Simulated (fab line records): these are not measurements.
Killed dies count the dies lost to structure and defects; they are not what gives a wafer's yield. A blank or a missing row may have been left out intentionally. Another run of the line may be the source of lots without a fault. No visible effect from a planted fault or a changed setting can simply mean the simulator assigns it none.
fab line records	flow n5_finfet
record lots=7	wafers=21
route steps=1938 shown BEOL_M9@1407 BEOL_M10@1486
start_h: hours from the record's opening day to when the first of the lot's shown wafers began	wait_h: hours from the lot's prior step to this one	" as in the row above	L1.1+2: one row covering several wafers at once	- no value, or no start given	* or withheld: withheld	< > ~ a bound
route shown NAME@n: NAME is a module with steps in the file, n the number in the route of the first one	usual: mean and standard deviation over wafers with no fault	same: alike in all rows	chamber/n: place in a boat	sites: readings site by site	_std_site: their standard deviation	_edge_site: outer sites' mean less inner sites'	radius_mm: for every site, how far away it sits from the centre of the wafer	mask NAME#n: copy n	behind: the last tool/chamber to shape the wafer	hold: why the lot went on hold/how many hours it stayed there/how the hold came to an end	device: the n, p or np transistor that did not switch	end of line: the route-end tests of the same wafers	a step without rows: its recipe alone	killed: dies lost to structure and defects at the first sort, not the wafer's yield	map: shows each die of a wafer: x if killed, . if not, _ if none is there
set.NAME: the setting that was run; set.NAME@STEP: the one run at that earlier step	model.NAME: the simulator's own value behind a step, which no gauge read
lots with deliberately changed settings; one table per step, one row per wafer
## steps
# step N5_BEOL_M9_COAT_60
# recipe resist=SiARC	temp_c=220	time_s=60	spin_rpm=1500	resist_thk_nm=30
lot.wafer	tool	chamber	start_h	wait_h	set.spin_rpm	model.SiARC_of_BEOL_M9_COAT_60.thk_nm
L080.1+3+6	litho_track-02	0	-	-	1379	31.2
L081.1+6	litho_track-01	0	-	-	1435	30.4
L081.4	"	0	"	"	1500	29.8
L083.4+5+6	litho_track-04	0	-	-	1500	30
L082.2+4	litho_track-02	0	-	-	1500	30
L082.5	"	0	"	"	1593	29
L089.2	litho_track-02	0	-	-	1570	29.6
L089.3	"	0	"	"	1570	29.4
L089.4	"	0	"	"	1500	30.2
L093.1+4	litho_track-02	0	-	-	1500	30
L093.5	"	0	"	"	1500	30.2
L094.2+6	litho_track-02	0	-	-	1573	29.4
L094.3	"	0	"	"	1500	30.2
# step N5_BEOL_M9_COAT_05
# recipe resist=CAR-ArF	spin_rpm=1500	resist_thk_nm=90
# step N5_BEOL_M9_EBR_07
# recipe solvent=PGMEA	ebr_width_mm=1.5
# step N5_BEOL_M9_DESCUM_16
# recipe chemistry=O2	time_s=7.9	source_power_w=50	bias_power_w=20	pressure_mtorr=20	rf_frequency_hz=2.712e+07	temp_c=40	resist=CAR-ArF	o2_flow_sccm=225
# step N5_BEOL_M9_ETCH_61
# recipe chemistry=CF4	target=SiARC	target_depth_a=390	mask_material=CAR-ArF	time_s=65	ion_energy_ev=80	pressure_mtorr=40	source_w=545	bias_w=36	Ar_flow_sccm=100	cf4_flow_sccm=100	ends=cleared
lot.wafer	tool	chamber	start_h	wait_h	set.spin_rpm@BEOL_M9_COAT_60	model.CAR-ArF_of_BEOL_M9_COAT_05.thk_nm	model.etch.depth_nm
L080.1	rie_diel-05	0	240.87	0.0	1379	54.4	31.27
L080.3	"	2	"	"	1379	54.6	31.28
L080.6	"	1	"	"	1379	54.2	31.23
L081.1	rie_diel-05	0	270.39	0.0	1435	55	30.34
L081.4	"	1	"	"	1500	55.4	29.79
L081.6	"	0	"	"	1435	54.8	30.47
L083.4	rie_diel-02	2	270.50	0.0	1500	55.4	30.06
L083.5	"	3	"	"	1500	55.4	29.99
L083.6	"	2	"	"	1500	55.2	30.02
L082.2	rie_diel-05	3	274.08	0.0	1500	55.4	30.01
L082.4	"	0	"	"	1500	55.4	30.02
L082.5	"	2	"	"	1593	56.4	29.06
L089.2	rie_diel-06	3	294.49	0.0	1570	56.4	29.54
L089.3	"	0	"	"	1570	56.4	29.47
L089.4	"	1	"	"	1500	55.8	30.2
L093.1	rie_diel-06	2	326.65	0.0	1500	55.8	30.05
L093.4	"	1	"	"	1500	55.8	30.06
L093.5	"	3	"	"	1500	55.6	30.15
L094.2	rie_diel-06	0	326.90	0.0	1573	56.4	29.4
L094.3	"	2	"	"	1500	55.6	30.2
L094.6	"	1	"	"	1573	56.4	29.42
# step N5_BEOL_M9_ETCH_62
# recipe chemistry=N2/H2	target=SOC	target_depth_a=1100	overetch_a=220	mask_material=SiARC	temp_c=40	time_s=165	ion_energy_ev=200	pressure_mtorr=30	source_w=840	bias_w=150	n2_flow_sccm=200	h2_flow_sccm=200
lot.wafer	tool	chamber	start_h	wait_h	set.spin_rpm@BEOL_M9_COAT_60	model.SiARC_of_BEOL_M9_COAT_60.thk_nm
L080.1+3	rie_diel-05	0,2	240.92	0.0	1379	24.6
L080.6	"	1	"	"	1379	24.8
L081.1+6	rie_diel-05	0	270.44	0.0	1435	23.8
L081.4	"	1	"	"	1500	23.4
L083.4+6	rie_diel-02	2	270.55	0.0	1500	23.6
L083.5	"	3	"	"	1500	23.4
L082.2	rie_diel-05	3	274.13	0.0	1500	23.6
L082.4	"	0	"	"	1500	23.4
L082.5	"	2	"	"	1593	22.6
L089.2	rie_diel-06	3	294.54	0.0	1570	23.2
L089.3	"	0	"	"	1570	23
L089.4	"	1	"	"	1500	24
L093.1	rie_diel-06	2	326.70	0.0	1500	23.6
L093.4+5	"	1,3	"	"	1500	23.8
L094.2	rie_diel-06	0	326.95	0.0	1573	23
L094.3	"	2	"	"	1500	23.8
L094.6	"	1	"	"	1573	23.2
# step N5_BEOL_M9_ETCH_66
# recipe chemistry=N2/H2	target=SOC	target_depth_a=800	overetch_a=160	mask_material=SiARC	temp_c=40	time_s=120	ion_energy_ev=200	pressure_mtorr=30	source_w=840	bias_w=150	n2_flow_sccm=200	h2_flow_sccm=200
# usual rf_vpp_V=524.0/2.7
lot.wafer	tool	chamber	start_h	wait_h	set.bias_w	rf_vpp_V	model.SiARC_of_BEOL_M9_COAT_64.thk_nm
L080.1	rie_diel-05	1	241.85	0.0	150	526.0	6.4
L080.3	"	2	"	"	157.8	539.0	6
L080.6	"	1	"	"	150	526.7	6.4
L081.1	rie_diel-05	3	271.43	0.0	176.3	584.6	5.2
L081.4	"	2	"	"	176.3	579.2	5.2
L081.6	"	3	"	"	150	528.7	6.6
L083.4	rie_diel-06	3	271.47	0.0	150	520.5	6.4
L083.5	"	2	"	"	150	524.1	6.4
L083.6	"	1	"	"	150	521.5	6.6
L082.2	rie_diel-06	3	275.01	0.0	150	521.7	6.4
L082.4	"	1	"	"	150	521.5	6.6
L082.5	"	1	"	"	150	521.3	6.6
L089.2	rie_diel-06	3	301.10	0.0	150	520.6	6.4
L089.3	"	0	"	"	150	524.8	6.4
L089.4	"	1	"	"	161.6	545.5	6
L093.1	rie_diel-05	3	327.76	0.0	150	529.1	6.4
L093.4	"	0	"	"	150	522.1	6.4
L093.5	"	1	"	"	150	524.8	6.6
L094.2	rie_diel-02	0	327.87	0.0	129.8	481.1	7.4
L094.3	"	2	"	"	150	520.6	6.4
L094.6	"	2	"	"	129.8	475.8	7.6
# step N5_BEOL_M9_TRENCH_ETCH_37
# recipe chemistry=C4F6/O2	target_depth_a=1514.3	target=SiCOH_lowk	time_s=49	ion_energy_ev=250	pressure_mtorr=30	source_w=345	bias_w=185	Ar_flow_sccm=300	C4F6_flow_sccm=10	O2_flow_sccm=10
lot.wafer	tool	chamber	start_h	wait_h	set.time_s	model.etch.depth_nm	model.BEOL_M9.feature_depth_nm	model.TiN_of_BEOL_M9_HM_DEP_02.thk_nm
L080.1	rie_diel-05	1	-	-	44.18	135	135	15.8
L080.3	"	2	"	"	49	149.5	149.6	15.6
L080.6	"	1	"	"	49	148.7	148.8	15.6
L081.1	rie_diel-05	3	-	-	58.45	181.2	181.2	15
L081.4	"	2	"	"	58.45	178.7	178.6	15
L081.6	"	3	"	"	49	150	150	15.6
L083.4	rie_diel-06	3	-	-	38.95	121.7	121.8	16.6
L083.5	"	2	"	"	49	149.2	149.2	15.8
L083.6	"	1	"	"	49	148.5	148.4	16
L082.2	rie_diel-06	3	-	-	49	151.9	151.8	15.8
L082.4	"	1	"	"	49	148.2	148.2	16
L082.5	"	1	"	"	49	147.4	147.4	15.8
L089.2	rie_diel-06	3	-	-	49	148.9	148.8	15.6
L089.3	"	0	"	"	55.91	171.9	171.8	15
L089.4	"	1	"	"	49	147.2	147.2	15.6
L093.1	rie_diel-05	3	-	-	49	152.1	152.2	16.2
L093.4	"	0	"	"	49	153.4	153.4	16
L093.5	"	1	"	"	49	148.3	148.2	16.4
L094.2	rie_diel-02	0	-	-	49	152.8	152.8	16.4
L094.3	"	2	"	"	43.89	132.2	132.2	16.4
L094.6	"	2	"	"	43.89	133	133	16.8
# step N5_BEOL_M9_ETCH_41
# recipe chemistry=CH3F/O2	target=SiCN	target_depth_a=366	taper_deg=2	time_s=70.1	ion_energy_ev=120	mask_material=TiN	pressure_mtorr=30	source_w=395	bias_w=75	Ar_flow_sccm=150	CH3F_flow_sccm=30	O2_flow_sccm=20
# step N5_BEOL_M9_STRIP_80
# recipe chemistry=N2/H2	time_s=10	power_w=450	temp_c=40	pressure_mtorr=20	rf_frequency_hz=6e+07	bias_power_w=7	n2_flow_sccm=200	h2_flow_sccm=200
# step N5_BEOL_M9_OCD_MEAS_38
# usual trench_depth_nm=150.9/2.4
lot.wafer	tool	chamber	start_h	wait_h	set.time_s@BEOL_M9_TRENCH_ETCH_37	trench_depth_nm
L080.1	ocd-01	-	242.22	-	44.18	135.0
L080.3	"	-	"	"	49	149.8
L080.6	"	-	"	"	49	147.9
L081.1	ocd-01	-	271.82	-	58.45	181.5
L081.4	"	-	"	"	58.45	178.9
L081.6	"	-	"	"	49	150.0
L083.4	ocd-02	-	271.85	-	38.95	122.1
L083.5	"	-	"	"	49	149.4
L083.6	"	-	"	"	49	148.0
L082.2	ocd-01	-	275.38	-	49	152.0
L082.4	"	-	"	"	49	147.9
L082.5	"	-	"	"	49	147.6
L089.2	ocd-02	-	301.48	-	49	149.1
L089.3	"	-	"	"	55.91	172.0
L089.4	"	-	"	"	49	147.1
L093.1	ocd-02	-	328.14	-	49	152.6
L093.4	"	-	"	"	49	153.5
L093.5	"	-	"	"	49	147.9
L094.2	ocd-01	-	328.25	-	49	153.5
L094.3	"	-	"	"	43.89	132.2
L094.6	"	-	"	"	43.89	133.4
# step N5_BEOL_M9_HM_STRIP_39
# recipe chemistry=peroxide_tin_strip	material=TiN	target_depth_a=250	temp_c=50	time_s=158
# step N5_BEOL_M9_SRD_40
# recipe time_s=30	temp_c=23	rinse_liquid=diw	dry=ipa_marangoni
# step N5_BEOL_M9_ECD_50
# recipe material=Cu	target_thk_a=3180
# step N5_BEOL_M9_ANNEAL_51
# recipe temp_c=225	time_s=90	ambient=N2
# step N5_BEOL_M9_CMP_52
# recipe stop_on=SiCOH_lowk	t_overpolish_s=7	down_force_psi=1	platen_rpm=50	clearing_platen_down_force_psi=1.5	clearing_platen_rpm=50	post_cmp_clean=cu_alkaline	target_thk_nm=140	clearing_platen_pad_velocity_m_s=0.99484	pad_velocity_m_s=0.99484
lot.wafer	tool	chamber	start_h	wait_h	set.time_s@BEOL_M9_TRENCH_ETCH_37	model.Cu_of_BEOL_M9_ECD_50.thk_nm
L080.3	cmp-04	1	247.99	0.2	49	139.2
L080.1	"	2	"	"	44.18	122.2
L080.6	"	1	"	"	49	137.8
L083.4	cmp-04	2	274.40	0.2	38.95	109.4
L083.6	"	1	"	"	49	138
L083.5	"	2	"	"	49	138.6
L081.1	cmp-02	1	274.67	0.3	58.45	171
L081.4	"	3	"	"	58.45	166.8
L081.6	"	1	"	"	49	138.4
L082.2	cmp-04	1	277.92	0.2	49	140.4
L082.4	"	3	"	"	49	137.6
L082.5	"	1	"	"	49	136.6
L089.2	cmp-04	3	303.69	0.2	49	137.8
L089.4	"	0	"	"	49	135.2
L089.3	"	1	"	"	55.91	160.6
L093.1	cmp-03	0	331.83	0.3	49	139.8
L093.4	"	1	"	"	49	140
L093.5	"	3	"	"	49	135.4
L094.2	cmp-04	3	332.37	0.2	49	141.6
L094.3	"	1	"	"	43.89	120.6
L094.6	"	3	"	"	43.89	122
# step N5_BEOL_M9_THK_MEAS_53
# recipe thk_meas_gauge=xrf	reads=Cu_of_BEOL_M9_ECD_50
# usual M9_THK=142.6/2.9
lot.wafer	tool	chamber	start_h	wait_h	set.time_s@BEOL_M9_TRENCH_ETCH_37	M9_THK[nm]
L080.1	film_metro-02	-	248.28	-	44.18	124.4
L080.3	"	-	"	"	49	142.4
L080.6	"	-	"	"	49	141.0
L083.4	film_metro-01	-	274.65	-	38.95	111.0
L083.5	"	-	"	"	49	140.4
L083.6	"	-	"	"	49	139.9
L081.1	film_metro-02	-	274.92	-	58.45	175.6
L081.4	"	-	"	"	58.45	171.6
L081.6	"	-	"	"	49	143.2
L082.2	film_metro-02	-	278.21	-	49	145.7
L082.4	"	-	"	"	49	142.4
L082.5	"	-	"	"	49	141.7
L089.2	film_metro-02	-	303.99	-	49	142.4
L089.3	"	-	"	"	55.91	164.8
L089.4	"	-	"	"	49	138.9
L093.1	film_metro-01	-	332.08	-	49	144.6
L093.4	"	-	"	"	49	144.3
L093.5	"	-	"	"	49	140.2
L094.2	film_metro-02	-	332.62	-	49	145.7
L094.3	"	-	"	"	43.89	123.4
L094.6	"	-	"	"	43.89	125.3
# step N5_BEOL_M9_PRE_CLEAN_55
# recipe gas=NH3	time_s=15	temp_c=withheld	rf_power_w=300
# step N5_BEOL_M9_DEP_56
# recipe material=SiCN	target_thk_a=150	temp_c=withheld	precursor=3MS/NH3	pressure_torr=3	rf_w=202	time_s=26.5
# step N5_BEOL_M9_RS_MEAS_57
# recipe thk_meas_gauge=four-point-probe	reads=Cu_of_BEOL_M9_ECD_50+Co_of_BEOL_M9_CVD_78+TaN_of_BEOL_M9_ALD_74
# usual M9_RS=0.152/0.0032
lot.wafer	tool	chamber	start_h	wait_h	set.time_s@BEOL_M9_TRENCH_ETCH_37	M9_RS[ohm/sq]
L080.1	film_metro-02	-	248.42	0.1	44.18	0.175
L080.3	"	-	"	"	49	0.152
L080.6	"	-	"	"	49	0.153
L083.4	film_metro-01	-	274.79	0.0	38.95	0.199
L083.5	"	-	"	"	49	0.153
L083.6	"	-	"	"	49	0.153
L081.1	film_metro-01	-	275.06	0.1	58.45	0.121
L081.4	"	-	"	"	58.45	0.124
L081.6	"	-	"	"	49	0.153
L082.2	film_metro-02	-	278.35	0.1	49	0.151
L082.4	"	-	"	"	49	0.154
L082.5	"	-	"	"	49	0.155
L089.2	film_metro-01	-	304.12	0.1	49	0.153
L089.3	"	-	"	"	55.91	0.130
L089.4	"	-	"	"	49	0.157
L093.1	film_metro-01	-	332.22	0.1	49	0.151
L093.4	"	-	"	"	49	0.151
L093.5	"	-	"	"	49	0.157
L094.2	film_metro-01	-	332.76	0.1	49	0.149
L094.3	"	-	"	"	43.89	0.178
L094.6	"	-	"	"	43.89	0.176
# step N5_BEOL_M10_DESCUM_16
# recipe chemistry=O2	time_s=7.9	source_power_w=50	bias_power_w=20	pressure_mtorr=20	rf_frequency_hz=2.712e+07	temp_c=40	resist=CAR-ArF	o2_flow_sccm=225
lot.wafer	tool	chamber	start_h	wait_h	set.time_s	model.CAR-ArF_of_BEOL_M10_COAT_05.thk_nm
L080.1	rie_diel-03	1	251.10	0.4	7.9	83.2
L080.3	"	2	"	"	7.9	83.6
L080.6	"	1	"	"	7.9	83.4
L083.4	rie_diel-01	1	277.30	0.1	7.9	83
L083.5+6	"	2,3	"	"	7.9	83.2
L081.1	rie_diel-04	3	277.35	0.0	7.9	83.2
L081.4	"	0	"	"	8.903	82.8
L081.6	"	1	"	"	8.903	82.6
L082.2+5	rie_diel-04	2,0	281.07	0.4	7.9	83.6
L082.4	"	0	"	"	8.8	83
L089.2+4	rie_diel-03	1,0	306.34	0.0	7.9	83.6
L089.3	"	3	"	"	7.9	83.8
L093.1+5	rie_diel-04	3	335.78	0.7	7.9	83.6
L093.4	"	0	"	"	7.9	83.4
L094.2	rie_diel-03	1	335.85	0.4	6.229	85
L094.3	"	3	"	"	7.9	84.2
L094.6	"	3	"	"	7.9	83.6
# step N5_BEOL_M10_ETCH_61
# recipe chemistry=CF4	target=SiARC	target_depth_a=390	mask_material=CAR-ArF	time_s=65	ion_energy_ev=80	pressure_mtorr=40	source_w=545	bias_w=36	Ar_flow_sccm=100	cf4_flow_sccm=100	ends=cleared
lot.wafer	tool	chamber	start_h	wait_h	set.time_s@BEOL_M10_DESCUM_16	model.CAR-ArF_of_BEOL_M10_COAT_05.thk_nm
L080.1	rie_diel-03	1	251.14	0.0	7.9	55.2
L080.3+6	"	2,1	"	"	7.9	55.4
L083.4+6	rie_diel-01	1,3	277.33	0.0	7.9	55
L083.5	"	2	"	"	7.9	55.2
L081.1	rie_diel-04	3	277.39	0.0	7.9	55.4
L081.4	"	0	"	"	8.903	55
L081.6	"	1	"	"	8.903	54.8
L082.2	rie_diel-04	2	281.10	0.0	7.9	55.6
L082.4	"	0	"	"	8.8	55
L082.5	"	0	"	"	7.9	55.4
L089.2	rie_diel-03	1	306.38	0.0	7.9	55.6
L089.3	"	3	"	"	7.9	55.8
L089.4	"	0	"	"	7.9	55.4
L093.1+5	rie_diel-04	3	335.82	0.0	7.9	55.6
L093.4	"	0	"	"	7.9	55.4
L094.2	rie_diel-03	1	335.88	0.0	6.229	57
L094.3	"	3	"	"	7.9	56.2
L094.6	"	3	"	"	7.9	55.6
# step N5_BEOL_M10_COAT_63
# recipe resist=SOC	temp_c=250	time_s=60	spin_rpm=1500	resist_thk_nm=100
lot.wafer	tool	chamber	start_h	wait_h	set.spin_rpm	model.SOC_of_BEOL_M10_COAT_63.thk_nm
L080.1+6	litho_track-03	0	251.59	0.0	1500	99.6
L080.3	"	0	"	"	1595	96.8
L081.1	litho_track-03	0	279.21	1.3	1344	105.6
L081.4+6	"	0	"	"	1344	105.4
L083.4	litho_track-05	0	279.21	1.2	1423	102.4
L083.5	"	0	"	"	1500	99.6
L083.6	"	0	"	"	1500	99.8
L082.2	litho_track-04	0	281.74	0.0	1500	100
L082.4	"	0	"	"	1500	100.2
L082.5	"	0	"	"	1500	100.4
L089.2	litho_track-05	0	308.27	1.4	1350	105.6
L089.3	"	0	"	"	1500	100.2
L089.4	"	0	"	"	1500	100
L094.2	litho_track-03	0	337.12	0.7	1500	100
L094.3	"	0	"	"	1500	99.8
L094.6	"	0	"	"	1500	99.6
L093.1+4+5	litho_track-05	0	337.12	0.7	1500	100.2
# step N5_BEOL_M10_COAT_64
# recipe resist=SiARC	temp_c=220	time_s=60	spin_rpm=1500	resist_thk_nm=30
# step N5_BEOL_M10_COAT_22
# recipe resist=CAR-ArF	spin_rpm=1500	resist_thk_nm=90
# step N5_BEOL_M10_DESCUM_33
# recipe chemistry=O2	time_s=7.9	source_power_w=50	bias_power_w=20	pressure_mtorr=20	rf_frequency_hz=2.712e+07	temp_c=40	resist=CAR-ArF	o2_flow_sccm=225
# step N5_BEOL_M10_ETCH_65
# recipe chemistry=CF4	target=SiARC	target_depth_a=390	mask_material=CAR-ArF	time_s=65	ion_energy_ev=80	pressure_mtorr=40	source_w=545	bias_w=36	Ar_flow_sccm=100	cf4_flow_sccm=100	ends=cleared
# step N5_BEOL_M10_ETCH_66
# recipe chemistry=N2/H2	target=SOC	target_depth_a=1200	overetch_a=240	mask_material=SiARC	temp_c=40	time_s=180	ion_energy_ev=200	pressure_mtorr=30	source_w=840	bias_w=150	n2_flow_sccm=200	h2_flow_sccm=200
lot.wafer	tool	chamber	start_h	wait_h	set.spin_rpm@BEOL_M10_COAT_63	model.etch.depth_nm
L080.1	rie_diel-03	1	252.16	0.0	1500	99.67
L080.3	"	3	"	"	1595	96.85
L080.6	"	3	"	"	1500	99.56
L081.1	rie_diel-04	1	279.76	0.0	1344	105.6
L081.4+6	"	2,3	"	"	1344	105.4
L083.4	rie_diel-03	2	280.05	0.1	1423	102.5
L083.5	"	0	"	"	1500	99.59
L083.6	"	3	"	"	1500	99.8
L082.2	rie_diel-03	2	282.17	0.0	1500	99.96
L082.4	"	1	"	"	1500	100.2
L082.5	"	2	"	"	1500	100.4
L089.2	rie_diel-01	0	309.46	0.0	1350	105.5
L089.3	"	1	"	"	1500	100.2
L089.4	"	2	"	"	1500	99.96
L094.2	rie_diel-04	0	337.66	0.0	1500	99.95
L094.3	"	1	"	"	1500	99.7
L094.6	"	2	"	"	1500	99.58
L093.1+4	rie_diel-04	1,3	338.13	0.0	1500	100.3
L093.5	"	3	"	"	1500	100.1
# step N5_BEOL_M10_STRIP_69
# recipe chemistry=N2/H2	temp_c=40	n2_flow_sccm=200	h2_flow_sccm=200	rf_frequency_hz=6e+07
# step N5_BEOL_M10_VIA_ETCH_34
# recipe chemistry=C4F6/O2	target=SiCOH_lowk	target_depth_a=1845	mask_material=SOC	taper_deg=4	time_s=69.2	ion_energy_ev=250	pressure_mtorr=30	source_w=345	bias_w=185	Ar_flow_sccm=300	C4F6_flow_sccm=10	O2_flow_sccm=10
lot.wafer	tool	chamber	start_h	wait_h	set.spin_rpm@BEOL_M10_COAT_63	model.SOC_of_BEOL_M10_COAT_63.thk_nm
L080.1	rie_diel-03	1	252.28	0.0	1500	91.6
L080.3	"	3	"	"	1595	88.6
L080.6	"	3	"	"	1500	91.4
L081.1	rie_diel-04	1	279.89	0.0	1344	97.8
L081.4	"	2	"	"	1344	97.4
L081.6	"	3	"	"	1344	97.2
L083.4	rie_diel-03	2	280.14	0.0	1423	94.8
L083.5+6	"	0,3	"	"	1500	91.6
L082.2	rie_diel-03	2	282.29	0.0	1500	92.4
L082.4	"	1	"	"	1500	92.2
L082.5	"	2	"	"	1500	92.6
L089.2	rie_diel-01	0	309.59	0.0	1350	97.4
L089.3	"	1	"	"	1500	92.2
L089.4	"	2	"	"	1500	92
L094.2	rie_diel-04	0	337.79	0.0	1500	92
L094.3	"	1	"	"	1500	91.8
L094.6	"	2	"	"	1500	91.6
L093.1	rie_diel-04	1	338.25	0.0	1500	92.4
L093.4	"	3	"	"	1500	92.2
L093.5	"	3	"	"	1500	92
## key
split step=N5_BEOL_M9_COAT_60	setting=spin_rpm	stated=1500	by=wafer
response step=N5_BEOL_M9_COAT_60	reading=model.SiARC_of_BEOL_M9_COAT_60.thk_nm	change=-0.155	per=1%	r=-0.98
response step=N5_BEOL_M9_ETCH_61	reading=model.CAR-ArF_of_BEOL_M9_COAT_05.thk_nm	change=+0.147	per=1%	r=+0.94
response step=N5_BEOL_M9_ETCH_61	reading=model.etch.depth_nm	change=-0.152	per=1%	r=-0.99
response step=N5_BEOL_M9_ETCH_62	reading=model.SiARC_of_BEOL_M9_COAT_60.thk_nm	change=-0.145	per=1%	r=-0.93
split step=N5_BEOL_M9_ETCH_66	setting=bias_w	stated=150	by=wafer
response step=N5_BEOL_M9_ETCH_66	reading=rf_vpp_V	change=+3.03	per=1%	r=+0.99
response step=N5_BEOL_M9_ETCH_66	reading=model.SiARC_of_BEOL_M9_COAT_64.thk_nm	change=-0.0774	per=1%	r=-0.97
split step=N5_BEOL_M9_TRENCH_ETCH_37	setting=time_s	stated=49	by=wafer
response step=N5_BEOL_M9_TRENCH_ETCH_37	reading=model.etch.depth_nm	change=+1.52	per=1%	r=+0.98
response step=N5_BEOL_M9_TRENCH_ETCH_37	reading=model.BEOL_M9.feature_depth_nm	change=+1.52	per=1%	r=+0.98
response step=N5_BEOL_M9_TRENCH_ETCH_37	reading=model.TiN_of_BEOL_M9_HM_DEP_02.thk_nm	change=-0.0321	per=1%	r=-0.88
response step=N5_BEOL_M9_OCD_MEAS_38	reading=trench_depth_nm	change=+1.52	per=1%	r=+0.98
response step=N5_BEOL_M9_CMP_52	reading=model.Cu_of_BEOL_M9_ECD_50.thk_nm	change=+1.58	per=1%	r=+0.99
response step=N5_BEOL_M9_THK_MEAS_53	reading=M9_THK	change=+1.6	per=1%	r=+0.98
response step=N5_BEOL_M9_RS_MEAS_57	reading=M9_RS	change=-0.002	per=1%	r=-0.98
split step=N5_BEOL_M10_DESCUM_16	setting=time_s	stated=7.9	by=wafer
response step=N5_BEOL_M10_DESCUM_16	reading=model.CAR-ArF_of_BEOL_M10_COAT_05.thk_nm	change=-0.0494	per=1%	r=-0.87
response step=N5_BEOL_M10_ETCH_61	reading=model.CAR-ArF_of_BEOL_M10_COAT_05.thk_nm	change=-0.0478	per=1%	r=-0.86
split step=N5_BEOL_M10_COAT_63	setting=spin_rpm	stated=1500	by=wafer
response step=N5_BEOL_M10_COAT_63	reading=model.SOC_of_BEOL_M10_COAT_63.thk_nm	change=-0.52	per=1%	r=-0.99
response step=N5_BEOL_M10_ETCH_66	reading=model.etch.depth_nm	change=-0.519	per=1%	r=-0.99
response step=N5_BEOL_M10_VIA_ETCH_34	reading=model.SOC_of_BEOL_M10_COAT_63.thk_nm	change=-0.527	per=1%	r=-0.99
